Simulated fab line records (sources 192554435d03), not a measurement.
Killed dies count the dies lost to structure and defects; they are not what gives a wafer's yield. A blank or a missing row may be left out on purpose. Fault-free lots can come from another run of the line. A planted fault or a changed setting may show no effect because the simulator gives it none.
Split-lot study || flow n5Finfet || 7 lots, 21 wafers read, on a route of 1938 steps

THE SPLIT
At N5_MOL_CONTACT_COAG_ALD_133 (deposits SiO2, target thk 5 nm, pulse time 1 s, co reactant pulse time 1 s), the setting aldCycles was moved away from the recipe's 35 on 6 of the 21 wafers read, by -17.1% to +5.7%. This setting was run at the recipe's value on the other wafers.

Reading taken at the split's own step.

THE READING
SiO2_of_MOL_CONTACT_COAG_ALD_133.thkNm (the simulator's own value, which no gauge read), in nm, at N5_MOL_CONTACT_COAG_ALD_133 (deposits SiO2, target thk 5 nm, pulse time 1 s, co reactant pulse time 1 s). The file does not state a usual value for it.

{"wafer": "L076.1", "tool, chamber at the split": "aldSin-01, 2,0,1", "aldCycles as run": 35, "against the recipe": "recipe", "SiO2_of_MOL_CONTACT_COAG_ALD_133.thkNm, nm": 5, "against lot-mates on the recipe": "-"}
{"wafer": "L076.3", "tool, chamber at the split": "aldSin-01, 2,0,1", "aldCycles as run": 35, "against the recipe": "recipe", "SiO2_of_MOL_CONTACT_COAG_ALD_133.thkNm, nm": 5, "against lot-mates on the recipe": "-"}
{"wafer": "L076.5", "tool, chamber at the split": "aldSin-01, 2,0,1", "aldCycles as run": 35, "against the recipe": "recipe", "SiO2_of_MOL_CONTACT_COAG_ALD_133.thkNm, nm": 5, "against lot-mates on the recipe": "-"}
{"wafer": "L077.1", "tool, chamber at the split": "aldSin-02, 3,2", "aldCycles as run": 32, "against the recipe": "-8.6%", "SiO2_of_MOL_CONTACT_COAG_ALD_133.thkNm, nm": 4.6, "against lot-mates on the recipe": -0.4}
{"wafer": "L077.4", "tool, chamber at the split": "aldSin-02, 3,2", "aldCycles as run": 32, "against the recipe": "-8.6%", "SiO2_of_MOL_CONTACT_COAG_ALD_133.thkNm, nm": 4.6, "against lot-mates on the recipe": -0.4}
{"wafer": "L077.2", "tool, chamber at the split": "aldSin-02, 0", "aldCycles as run": 35, "against the recipe": "recipe", "SiO2_of_MOL_CONTACT_COAG_ALD_133.thkNm, nm": 5, "against lot-mates on the recipe": "-"}
{"wafer": "L081.2", "tool, chamber at the split": "aldSin-01, 2", "aldCycles as run": 37, "against the recipe": "+5.7%", "SiO2_of_MOL_CONTACT_COAG_ALD_133.thkNm, nm": 5.2, "against lot-mates on the recipe": "+0.2"}
{"wafer": "L081.5", "tool, chamber at the split": "aldSin-01, 2", "aldCycles as run": 37, "against the recipe": "+5.7%", "SiO2_of_MOL_CONTACT_COAG_ALD_133.thkNm, nm": 5.2, "against lot-mates on the recipe": "+0.2"}
{"wafer": "L081.3", "tool, chamber at the split": "aldSin-01, 3", "aldCycles as run": 35, "against the recipe": "recipe", "SiO2_of_MOL_CONTACT_COAG_ALD_133.thkNm, nm": 5, "against lot-mates on the recipe": "-"}
{"wafer": "L086.4", "tool, chamber at the split": "aldSin-03, 0,0,1", "aldCycles as run": 35, "against the recipe": "recipe", "SiO2_of_MOL_CONTACT_COAG_ALD_133.thkNm, nm": 5, "against lot-mates on the recipe": "-"}
{"wafer": "L086.5", "tool, chamber at the split": "aldSin-03, 0,0,1", "aldCycles as run": 35, "against the recipe": "recipe", "SiO2_of_MOL_CONTACT_COAG_ALD_133.thkNm, nm": 5, "against lot-mates on the recipe": "-"}
{"wafer": "L086.6", "tool, chamber at the split": "aldSin-03, 0,0,1", "aldCycles as run": 35, "against the recipe": "recipe", "SiO2_of_MOL_CONTACT_COAG_ALD_133.thkNm, nm": 5, "against lot-mates on the recipe": "-"}
{"wafer": "L092.1", "tool, chamber at the split": "aldSin-03, 0,1,3", "aldCycles as run": 35, "against the recipe": "recipe", "SiO2_of_MOL_CONTACT_COAG_ALD_133.thkNm, nm": 5, "against lot-mates on the recipe": "-"}
{"wafer": "L092.3", "tool, chamber at the split": "aldSin-03, 0,1,3", "aldCycles as run": 35, "against the recipe": "recipe", "SiO2_of_MOL_CONTACT_COAG_ALD_133.thkNm, nm": 5, "against lot-mates on the recipe": "-"}
{"wafer": "L092.6", "tool, chamber at the split": "aldSin-03, 0,1,3", "aldCycles as run": 35, "against the recipe": "recipe", "SiO2_of_MOL_CONTACT_COAG_ALD_133.thkNm, nm": 5, "against lot-mates on the recipe": "-"}
{"wafer": "L094.1", "tool, chamber at the split": "aldSin-02, 0,3", "aldCycles as run": 29, "against the recipe": "-17.1%", "SiO2_of_MOL_CONTACT_COAG_ALD_133.thkNm, nm": 4.2, "against lot-mates on the recipe": -0.8}
{"wafer": "L094.6", "tool, chamber at the split": "aldSin-02, 0,3", "aldCycles as run": 29, "against the recipe": "-17.1%", "SiO2_of_MOL_CONTACT_COAG_ALD_133.thkNm, nm": 4.2, "against lot-mates on the recipe": -0.8}
{"wafer": "L094.5", "tool, chamber at the split": "aldSin-02, 2", "aldCycles as run": 35, "against the recipe": "recipe", "SiO2_of_MOL_CONTACT_COAG_ALD_133.thkNm, nm": 5, "against lot-mates on the recipe": "-"}
{"wafer": "L096.1", "tool, chamber at the split": "aldSin-02, 2,2,3", "aldCycles as run": 35, "against the recipe": "recipe", "SiO2_of_MOL_CONTACT_COAG_ALD_133.thkNm, nm": 5, "against lot-mates on the recipe": "-"}
{"wafer": "L096.5", "tool, chamber at the split": "aldSin-02, 2,2,3", "aldCycles as run": 35, "against the recipe": "recipe", "SiO2_of_MOL_CONTACT_COAG_ALD_133.thkNm, nm": 5, "against lot-mates on the recipe": "-"}
{"wafer": "L096.6", "tool, chamber at the split": "aldSin-02, 2,2,3", "aldCycles as run": 35, "against the recipe": "recipe", "SiO2_of_MOL_CONTACT_COAG_ALD_133.thkNm, nm": 5, "against lot-mates on the recipe": "-"}
Rows listing several chambers each stand for several wafers; the file does not say which wafer went through which chamber.

THE FIT
A straight line over all 21 wafers: SiO2_of_MOL_CONTACT_COAG_ALD_133.thkNm changes by +0.0453 nm for each +1% of aldCycles; r = +1.00; the points scatter about the line by 0.019 nm.
The same after taking each lot's own level away (the mean of its wafers on the recipe; 21 wafers): +0.0453 nm for each +1%; r = +1.00; scatter 0.019 nm.
Per that fit: largest aldCycles move, reading shift of 0.78 nm.
The lots' own levels span 5.00 to 5.00 nm.
The two slopes are in agreement: the lot-to-lot level therefore moves the slope only a little.
Check: -0.776 nm against its lot-mates is what the line predicts for one of the wafers moved furthest among these (-17.1%) when that wafer is left out of the fit. It came out at -0.8 nm against them.

OTHER SPLITS ON THESE WAFERS
Before the reading, these wafers also passed through other splits. Each is held against what the fit with the lots' levels taken away leaves over:
{"other split on the same wafers": "N5_SDB_COAT_04 spinRpm", "wafers away from the commonest value": 8, "r with SiO2_of_MOL_CONTACT_COAG_ALD_133.thkNm (lot level and that fit taken away)": "+0.39"}
{"other split on the same wafers": "N5_HKMG_FIN_COAT_06 spinRpm", "wafers away from the commonest value": 6, "r with SiO2_of_MOL_CONTACT_COAG_ALD_133.thkNm (lot level and that fit taken away)": "+0.29"}
{"other split on the same wafers": "N5_HKMG_FIN_PEB_10 pebTimeS", "wafers away from the commonest value": 8, "r with SiO2_of_MOL_CONTACT_COAG_ALD_133.thkNm (lot level and that fit taken away)": -0.32}
{"other split on the same wafers": "N5_GATE_CUT_CUT_ETCH_53 icpW", "wafers away from the commonest value": 8, "r with SiO2_of_MOL_CONTACT_COAG_ALD_133.thkNm (lot level and that fit taken away)": "+0.26"}
{"other split on the same wafers": "N5_MOL_CONTACT_COAG_COAT_76 spinRpm", "wafers away from the commonest value": 8, "r with SiO2_of_MOL_CONTACT_COAG_ALD_133.thkNm (lot level and that fit taken away)": -0.21}

FILE'S OWN FIT
SiO2_of_MOL_CONTACT_COAG_ALD_133.thkNm changes by +0.0457 nm for each +1% of aldCycles, r = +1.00.
